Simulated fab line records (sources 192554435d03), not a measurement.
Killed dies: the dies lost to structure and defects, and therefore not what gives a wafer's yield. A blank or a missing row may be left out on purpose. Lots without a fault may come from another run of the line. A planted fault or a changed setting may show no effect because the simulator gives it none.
What tool caused it?	flow n5_finfet	22 lots with 66 wafers sampled at 6 steps, on a route of 1938 steps

## WHAT EACH GAUGE READ, for each wafer
No reading from a measuring or inspecting step in the record can be judged against a usual standard deviation.

## TOOL THAT RAN EACH LOT (tool first, then ch and the chambers of the sampled wafers, then the start)
lot	N5_BEOL_M2_STRIP_19	N5_BEOL_M2_DESCUM_33	N5_BEOL_M2_ETCH_77	N5_BEOL_M2_SURFACE_TREAT_85	N5_BEOL_M2_SPUTTER_79	N5_BEOL_M2_ANNEAL_80
L074	rie_diel-02 ch 0,1, day 6 16:35	rie_diel-02 ch 0,3, day 6 17:16	rie_diel-02 ch 0,3, day 6 17:19	pvd_sputter-01, day 7 01:29	pvd_sputter-01, day 7 02:00	pvd_sputter-01, day 7 02:05
L075	rie_diel-04 ch 0,1,2, day 6 16:41	rie_diel-02 ch 0,1,2, day 6 17:23	rie_diel-02 ch 0,1,2, day 6 17:25	pvd_sputter-02, day 7 04:04	pvd_sputter-01, day 7 04:35	pvd_sputter-01, day 7 04:40
L076	rie_diel-03 ch 0,1,3, day 6 22:11	rie_diel-04 ch 0,1,3, day 6 22:43	rie_diel-04 ch 0,1,3, day 6 22:44	pvd_sputter-03, day 7 07:30	pvd_sputter-01, day 7 07:56	pvd_sputter-01, day 7 08:01
L077	rie_diel-04 ch 1,2, day 7 09:21	rie_diel-02 ch 2,3, day 7 10:22	rie_diel-02 ch 2,3, day 7 10:23	pvd_sputter-02, day 7 14:25	pvd_sputter-01, day 7 14:52	pvd_sputter-01, day 7 14:56
L078	rie_diel-04 ch 1,3, day 7 14:27	rie_diel-02 ch 0,3, day 7 14:58	rie_diel-02 ch 0,3, day 7 15:00	pvd_sputter-02, day 7 19:29	pvd_sputter-03, day 7 20:01	pvd_sputter-03, day 7 20:05
L079	rie_diel-02 ch 0,1,3, day 7 22:42	rie_diel-03 ch 0,1,2, day 7 23:14	rie_diel-03 ch 0,1,2, day 7 23:16	pvd_sputter-02, day 8 01:47	pvd_sputter-01, day 8 02:18	pvd_sputter-01, day 8 02:23
L083	rie_diel-04 ch 0,3, day 8 20:07	rie_diel-03 ch 2,3, day 8 20:44	rie_diel-03 ch 2,3, day 8 20:47	pvd_sputter-02, day 9 01:08	pvd_sputter-02, day 9 01:35	pvd_sputter-02, day 9 01:40
L082	rie_diel-04 ch 0,3, day 8 20:29	rie_diel-03 ch 0,2,3, day 8 21:11	rie_diel-03 ch 0,2,3, day 8 21:13	pvd_sputter-01, day 9 02:39	pvd_sputter-03, day 9 03:05	pvd_sputter-03, day 9 03:10
L080	rie_diel-02 ch 1,2,3, day 9 04:04	rie_diel-04 ch 0,1, day 9 04:50	rie_diel-04 ch 0,1, day 9 04:53	pvd_sputter-03, day 9 06:05	pvd_sputter-02, day 9 06:32	pvd_sputter-02, day 9 06:37
L084	rie_diel-04 ch 0,3, day 9 04:17	rie_diel-03 ch 0,1,3, day 9 04:51	rie_diel-03 ch 0,1,3, day 9 04:53	pvd_sputter-02, day 9 12:30	pvd_sputter-01, day 9 12:58	pvd_sputter-01, day 9 13:04
L085	rie_diel-03 ch 1,2, day 9 09:22	rie_diel-04 ch 0,2,3, day 9 09:52	rie_diel-04 ch 0,2,3, day 9 09:54	pvd_sputter-03, day 9 15:35	pvd_sputter-01, day 9 16:05	pvd_sputter-01, day 9 16:10
L086	rie_diel-04 ch 0,2,3, day 9 13:53	rie_diel-04 ch 0,1, day 9 14:52	rie_diel-04 ch 0,1, day 9 14:54	pvd_sputter-01, day 9 18:25	pvd_sputter-03, day 9 18:52	pvd_sputter-03, day 9 18:56
L087	rie_diel-02 ch 0,1,3, day 9 18:50	rie_diel-03 ch 0,1,2, day 9 19:21	rie_diel-03 ch 0,1,2, day 9 19:23	pvd_sputter-03, day 9 21:16	pvd_sputter-01, day 9 21:43	pvd_sputter-01, day 9 21:47
L088	rie_diel-04 ch 0,1,3, day 10 05:27	rie_diel-04 ch 0,1,3, day 10 06:44	rie_diel-04 ch 0,1,3, day 10 06:46	pvd_sputter-01, day 10 10:29	pvd_sputter-01, day 10 11:04	pvd_sputter-01, day 10 11:09
L089	rie_diel-04 ch 0,1,3, day 10 09:10	rie_diel-03 ch 0,1,2, day 10 09:56	rie_diel-03 ch 0,1,2, day 10 09:59	pvd_sputter-01, day 10 19:35	pvd_sputter-01, day 10 20:02	pvd_sputter-01, day 10 20:07
L091	rie_diel-04 ch 1,2,3, day 10 14:11	rie_diel-03 ch 0,1,3, day 10 14:44	rie_diel-03 ch 0,1,3, day 10 14:46	pvd_sputter-03, day 11 00:53	pvd_sputter-01, day 11 01:23	pvd_sputter-01, day 11 01:28
L090	rie_diel-04 ch 0,1,2, day 11 00:27	rie_diel-04 ch 0,1, day 11 01:05	rie_diel-04 ch 0,1, day 11 01:08	pvd_sputter-02, day 11 02:56	pvd_sputter-01, day 11 03:22	pvd_sputter-01, day 11 03:27
L093	rie_diel-02 ch 0,1,2, day 11 02:26	rie_diel-03 ch 1,2,3, day 11 02:58	rie_diel-03 ch 1,2,3, day 11 02:59	pvd_sputter-02, day 11 06:54	pvd_sputter-02, day 11 07:37	pvd_sputter-02, day 11 07:42
L092	rie_diel-03 ch 1,2,3, day 11 02:54	rie_diel-02 ch 2,3, day 11 03:32	rie_diel-02 ch 2,3, day 11 03:34	pvd_sputter-02, day 11 10:56	pvd_sputter-02, day 11 13:19	pvd_sputter-02, day 11 13:23
L094	rie_diel-04 ch 0,1,3, day 11 16:02	rie_diel-03 ch 0,3, day 11 16:34	rie_diel-03 ch 0,3, day 11 16:35	pvd_sputter-02, day 11 21:45	pvd_sputter-03, day 11 22:26	pvd_sputter-03, day 11 22:31
L096	rie_diel-03 ch 0,2,3, day 12 01:10	rie_diel-02 ch 0,1,2, day 12 01:41	rie_diel-02 ch 0,1,2, day 12 01:43	pvd_sputter-03, day 12 03:16	pvd_sputter-02, day 12 03:44	pvd_sputter-02, day 12 03:49
L095	rie_diel-04 ch 0,3, day 12 01:20	rie_diel-02 ch 0,1,3, day 12 01:56	rie_diel-02 ch 0,1,3, day 12 01:59	pvd_sputter-01, day 12 04:03	pvd_sputter-02, day 12 05:39	pvd_sputter-02, day 12 05:44
- N5_BEOL_M2_STRIP_19: strips in O2.
- N5_BEOL_M2_DESCUM_33: chemistry O2, time 7 s.
- N5_BEOL_M2_ETCH_77: etches underlayer in N2/H2, target depth 6.5 nm, time 5.2 s.
- N5_BEOL_M2_SURFACE_TREAT_85
- N5_BEOL_M2_SPUTTER_79: material Cu, target thk 4.5 nm, time 8.29 s.
- N5_BEOL_M2_ANNEAL_80: time 240 s.

## AS READ BY THE TOOLS THEMSELVES (means over the sampled wafers that have a number; for cases with no such wafer, the mark the record gives instead)
N5_BEOL_M2_STRIP_19. Usual: chamber_pressure_mTorr 29.998 mTorr, standard deviation 0.029; drypump_motor_current_A 5.7 A, standard deviation 0.57; oes_product_au 0.83 a.u., standard deviation 0.088; rf_vpp_V 3.7 V, standard deviation 0.53; showerhead_plenum_p_Torr 2.13 Torr, standard deviation 0.068; throttle_valve_pct 16.60 %, standard deviation 0.21.
lot	tool	chamber_pressure_mTorr (mTorr)	drypump_motor_current_A (A)	oes_product_au (a.u.)	rf_vpp_V (V)	showerhead_plenum_p_Torr (Torr)	throttle_valve_pct (%)	flag
L074	rie_diel-02	29.971	5.3	0.78	3.8	2.07	16.57	
L075	rie_diel-04	30.012	6.0	0.75	4.1	2.12	16.83	
L076	rie_diel-03	29.977	5.5	0.86	3.9	2.15	16.56	
L077	rie_diel-04	30.010	6.3	0.76	4.0	2.15	16.86	
L078	rie_diel-04	29.979	5.8	0.83	4.2	2.21	16.59	
L079	rie_diel-02	29.989	5.3	0.85	3.4	2.15	16.51	
L083	rie_diel-04	29.990	5.5	0.89	3.6	2.16	16.46	
L082	rie_diel-04	29.997	5.7	0.94	3.4	2.11	16.45	
L080	rie_diel-02	29.987	5.0	0.83	3.6	2.08	16.51	
L084	rie_diel-04	29.990	5.7	0.92	3.2	2.11	16.45	
L085	rie_diel-03	30.025	5.6	0.92	3.6	2.12	16.35	
L086	rie_diel-04	30.025	5.6	0.86	4.0	2.13	16.58	
L087	rie_diel-02	30.023	5.3	0.82	4.0	2.14	16.55	
L088	rie_diel-04	29.984	5.9	0.83	3.7	2.14	16.64	
L089	rie_diel-04	30.028	5.9	0.83	3.6	2.14	16.64	
L091	rie_diel-04	29.994	5.9	0.78	3.5	2.16	16.76	
L090	rie_diel-04	30.012	6.0	0.80	4.0	2.11	16.75	
L093	rie_diel-02	30.020	5.5	0.86	3.7	2.13	16.44	
L092	rie_diel-03	29.993	5.3	0.83	3.7	2.09	16.52	
L094	rie_diel-04	30.002	5.9	0.82	3.2	2.14	16.66	
L096	rie_diel-03	29.973	5.4	0.81	3.6	2.11	16.60	
L095	rie_diel-04	29.991	5.7	0.87	4.0	2.10	16.51	

N5_BEOL_M2_DESCUM_33. Usual: bias_power_w is 19.99 W with standard deviation 0.057, chamber_pressure_mTorr is 20.001 mTorr with standard deviation 0.018, drypump_motor_current_A is 5.6 A with standard deviation 0.55, oes_product_au is 0.83 a.u. with standard deviation 0.089, rf_vpp_V is 243.4 V with standard deviation 1.2, showerhead_plenum_p_Torr is 2.11 Torr with standard deviation 0.066, and throttle_valve_pct is 20.33 % with standard deviation 0.19.
lot	tool	bias_power_w (W)	chamber_pressure_mTorr (mTorr)	drypump_motor_current_A (A)	oes_product_au (a.u.)	rf_vpp_V (V)	showerhead_plenum_p_Torr (Torr)	throttle_valve_pct (%)	flag
L074	rie_diel-02	20.04	19.987	5.7	0.69	241.9	2.01	20.52	
L075	rie_diel-02	19.98	19.987	5.5	0.82	242.0	2.05	20.29	
L076	rie_diel-04	19.96	19.984	5.9	0.78	244.1	2.15	20.50	
L077	rie_diel-02	19.97	20.017	5.2	0.87	242.7	2.06	20.20	
L078	rie_diel-02	20.00	20.011	5.7	0.92	244.2	2.18	20.25	
L079	rie_diel-03	19.90	20.012	5.7	0.82	243.5	2.14	20.31	
L083	rie_diel-03	19.99	19.966	5.2	0.89	242.3	2.07	20.22	
L082	rie_diel-03	20.01	19.991	5.4	0.85	243.9	2.12	20.31	
L080	rie_diel-04	19.97	19.994	6.1	0.89	243.3	2.09	20.39	
L084	rie_diel-03	20.04	20.001	5.5	0.82	243.9	2.14	20.34	
L085	rie_diel-04	20.06	19.986	5.6	0.86	243.3	2.12	20.35	
L086	rie_diel-04	20.01	20.018	6.3	0.81	243.6	2.12	20.56	
L087	rie_diel-03	19.97	20.003	5.7	0.89	243.7	2.13	20.19	
L088	rie_diel-04	19.95	20.006	5.9	0.83	244.4	2.14	20.41	
L089	rie_diel-03	20.00	20.003	5.7	0.88	244.1	2.13	20.21	
L091	rie_diel-03	20.00	20.015	5.5	0.81	244.5	2.14	20.36	
L090	rie_diel-04	19.99	20.019	6.4	0.79	243.5	2.11	20.57	
L093	rie_diel-03	20.01	19.991	5.3	0.82	243.1	2.09	20.28	
L092	rie_diel-02	20.00	19.993	5.0	0.78	243.3	2.05	20.34	
L094	rie_diel-03	20.01	20.004	5.6	0.79	244.5	2.16	20.43	
L096	rie_diel-02	19.96	20.003	5.5	0.86	243.8	2.12	20.22	
L095	rie_diel-02	20.03	20.011	5.3	0.79	243.2	2.13	20.32	

N5_BEOL_M2_ETCH_77. Usual: chamber_pressure_mTorr is 30.0 mTorr with standard deviation 0.53, drypump_motor_current_A is 5.6 A with standard deviation 0.54, etch_rf_on_time_s is 5.17 s with standard deviation 0.074, oes_product_au is 0.71 a.u. with standard deviation 0.076, rf_vpp_V is 524.6 V with standard deviation 2.6, showerhead_plenum_p_Torr is 2.57 Torr with standard deviation 0.079, and throttle_valve_pct is 17.77 % with standard deviation 0.23.
lot	tool	chamber_pressure_mTorr (mTorr)	drypump_motor_current_A (A)	etch_rf_on_time_s (s)	oes_product_au (a.u.)	rf_vpp_V (V)	showerhead_plenum_p_Torr (Torr)	throttle_valve_pct (%)	flag
L074	rie_diel-02	30.0	5.7	5.28	0.59	520.3	2.44	17.96	
L075	rie_diel-02	29.9	5.5	5.21	0.70	524.2	2.49	17.75	
L076	rie_diel-04	30.0	5.9	5.19	0.67	526.4	2.62	17.94	
L077	rie_diel-02	30.0	5.2	5.29	0.73	524.0	2.50	17.70	
L078	rie_diel-02	30.0	5.7	5.22	0.76	527.8	2.65	17.67	
L079	rie_diel-03	30.0	5.7	5.20	0.71	526.0	2.60	17.75	
L083	rie_diel-03	29.9	5.2	5.10	0.77	522.8	2.51	17.65	
L082	rie_diel-03	30.0	5.4	5.04	0.74	525.0	2.57	17.76	
L080	rie_diel-04	30.0	6.1	5.15	0.76	523.7	2.54	17.88	
L084	rie_diel-03	30.0	5.5	5.13	0.71	523.8	2.60	17.75	
L085	rie_diel-04	30.0	5.6	5.17	0.74	524.7	2.58	17.73	
L086	rie_diel-04	30.0	6.3	5.18	0.69	525.4	2.58	18.06	
L087	rie_diel-03	30.0	5.7	5.14	0.76	524.2	2.59	17.61	
L088	rie_diel-04	30.0	5.9	5.17	0.71	526.0	2.60	17.85	
L089	rie_diel-03	30.0	5.7	5.12	0.76	525.2	2.59	17.64	
L091	rie_diel-03	30.0	5.5	5.10	0.69	527.3	2.60	17.79	
L090	rie_diel-04	30.0	6.4	5.22	0.67	525.7	2.58	18.10	
L093	rie_diel-03	30.0	5.3	5.11	0.72	523.5	2.53	17.69	
L092	rie_diel-02	30.0	5.0	5.24	0.65	522.8	2.50	17.82	
L094	rie_diel-03	30.0	5.6	5.11	0.68	526.7	2.62	17.91	
L096	rie_diel-02	30.0	5.6	5.26	0.72	525.9	2.58	17.67	
L095	rie_diel-02	30.0	5.3	5.19	0.68	526.4	2.59	17.75	

N5_BEOL_M2_SPUTTER_79. Usual: 30.2 % for throttle_valve_pct, sd 0.91.
lot	tool	throttle_valve_pct (%)	flag
L074	pvd_sputter-01	30.1	
L075	pvd_sputter-01	30.2	
L076	pvd_sputter-01	29.6	
L077	pvd_sputter-01	30.0	
L078	pvd_sputter-03	30.1	
L079	pvd_sputter-01	29.6	
L083	pvd_sputter-02	30.5	
L082	pvd_sputter-03	30.8	
L080	pvd_sputter-02	30.8	
L084	pvd_sputter-01	30.4	
L085	pvd_sputter-01	29.7	
L086	pvd_sputter-03	30.9	
L087	pvd_sputter-01	30.4	
L088	pvd_sputter-01	29.4	
L089	pvd_sputter-01	29.6	
L091	pvd_sputter-01	30.1	
L090	pvd_sputter-01	29.9	
L093	pvd_sputter-02	30.1	
L092	pvd_sputter-02	31.3	
L094	pvd_sputter-03	30.7	
L096	pvd_sputter-02	30.7	
L095	pvd_sputter-02	30.7	

N5_BEOL_M2_ANNEAL_80. Usual: heater_power_w 831 W, standard deviation 55; susceptor_temp_C_max 401.3, standard deviation 0.39.
lot	tool	heater_power_w (W)	susceptor_temp_C_max	flag
L074	pvd_sputter-01	847	401.5	
L075	pvd_sputter-01	849	401.1	
L076	pvd_sputter-01	856	401.2	
L077	pvd_sputter-01	847	401.6	
L078	pvd_sputter-03	764	401.2	
L079	pvd_sputter-01	837	401.5	
L083	pvd_sputter-02	807	401.1	
L082	pvd_sputter-03	781	401.2	
L080	pvd_sputter-02	799	401.3	
L084	pvd_sputter-01	858	401.4	
L085	pvd_sputter-01	841	401.3	
L086	pvd_sputter-03	799	401.1	
L087	pvd_sputter-01	867	401.8	
L088	pvd_sputter-01	845	401.1	
L089	pvd_sputter-01	841	401.2	
L091	pvd_sputter-01	869	401.5	
L090	pvd_sputter-01	870	401.8	
L093	pvd_sputter-02	801	401.1	
L092	pvd_sputter-02	864	401.0	
L094	pvd_sputter-03	779	400.9	
L096	pvd_sputter-02	811	401.2	
L095	pvd_sputter-02	802	401.0	

## THE ANSWER, worked out from the rows above alone
Rule: a lot counts as off when the mean over its wafers that have a number is more than 3 standard deviations away from the usual mean. A lot without any number at a reading at which 4 lots or more have one is off too. Any other lot the step has rows for is counted as sound. First the gauges in route order, then the tools' own readings, where a lot's mean is used as printed above. At the first step where some lot is off, the reading lying furthest off is the one used; lots without a number count as furthest.
No lot is off at any reading shown: from this, nothing can be told.

## WHAT THE SIMULATOR HAD INSERTED
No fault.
